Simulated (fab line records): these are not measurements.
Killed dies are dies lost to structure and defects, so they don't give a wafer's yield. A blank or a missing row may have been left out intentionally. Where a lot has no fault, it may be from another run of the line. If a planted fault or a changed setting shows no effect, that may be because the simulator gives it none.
Struck lot and sound lot, side by side -- flow nand harc -- 12 out of 1159 route steps
Sound: wafers L908.1, L908.2, L908.4. Struck: wafers L913.2, L913.4. The cause comes at the end.
For every step that has rows: the tool of each side, followed by ch and its chambers, followed by its first start. Under that, the readings that differ: sound wafers -- struck wafers -- difference of the means -- sigmas: that difference in standard deviations of wafers without a fault.
alike: a reading whose means differ by less than 2 such deviations, as well as words and numbers matching on both sides. not compared: withheld readings; readings where some wafer has no value; bounds like >300 that might hide an equal value; numbers whose values overlap and for which the record gives no deviation.
The two part at a step that has a row with sigmas, a row that says differs or no value, or rows on one side only. Numbers that have no deviation but don't overlap get no sigmas and don't part them. Lack of a reading on every wafer of one side parts them only where that side has two or more wafers.

NHARC_A_ZERO_WELL_INSPECT_17:
  sound: defect inspect-01 at day 7 16:13; struck: defect inspect-01 at day 8 20:53
  alike: raw defect count
then, 3 steps without rows for these wafers: NHARC_A_SOURCE_PLATE_PRECLEAN_00 (cleans in HF-LAST, time 60 s); NHARC_A_SOURCE_PLATE_SRD_01; NHARC_A_SOURCE_PLATE_OXIDE_02 (material SiO2, target thk 10 nm, ox time 1362 s).
NHARC_A_SOURCE_PLATE_THK_MEAS_09: measures by ellipsometry.
  sound: film metro-01 at day 8 01:05; struck: film metro-01 at day 9 06:47
  alike: thk nm
then, 3 steps without rows for these wafers: NHARC_A_SOURCE_PLATE_PVD_04 (deposits WSi2, target thk 50 nm); NHARC_A_SOURCE_PLATE_CVD_03 (deposits poly-Si, target thk 200 nm, time 4000 s); NHARC_A_SOURCE_PLATE_ANNEAL_05 (time 1800 s).
NHARC_A_SOURCE_PLATE_THK_MEAS_06: measures by ellipsometry.
  sound: film metro-02 at day 8 14:12; struck: film metro-01 at day 9 23:02
  alike: thk nm
NHARC_A_SOURCE_PLATE_INSPECT_08:
  sound: defect inspect-01 at day 8 14:17; struck: defect inspect-02 at day 9 23:05
reading,sound,struck,difference,sigmas
raw defect count,115 103 115,38 34,-75,-3
NHARC_A_ONON_D1_DEP_00: target thk 1000 nm.
  sound on pecvd onon-04 ch 0, day 8 14:21; struck on pecvd onon-03 ch 0, day 9 23:13
NHARC_A_ONON_D1_THK_MEAS_02: measures by ellipsometry.
  sound: film metro-01 at day 8 14:52; struck: film metro-01 at day 9 23:50
reading,sound,struck,difference,sigmas
thk nm (nm),995 999 999,661 664,-335,-36
  not compared: hold

== WHERE THEY PART ==
Last at NHARC_A_ONON_D1_THK_MEAS_02 as far as this record goes, first at NHARC_A_SOURCE_PLATE_INSPECT_08.

WHY: whatever the simulator had introduced
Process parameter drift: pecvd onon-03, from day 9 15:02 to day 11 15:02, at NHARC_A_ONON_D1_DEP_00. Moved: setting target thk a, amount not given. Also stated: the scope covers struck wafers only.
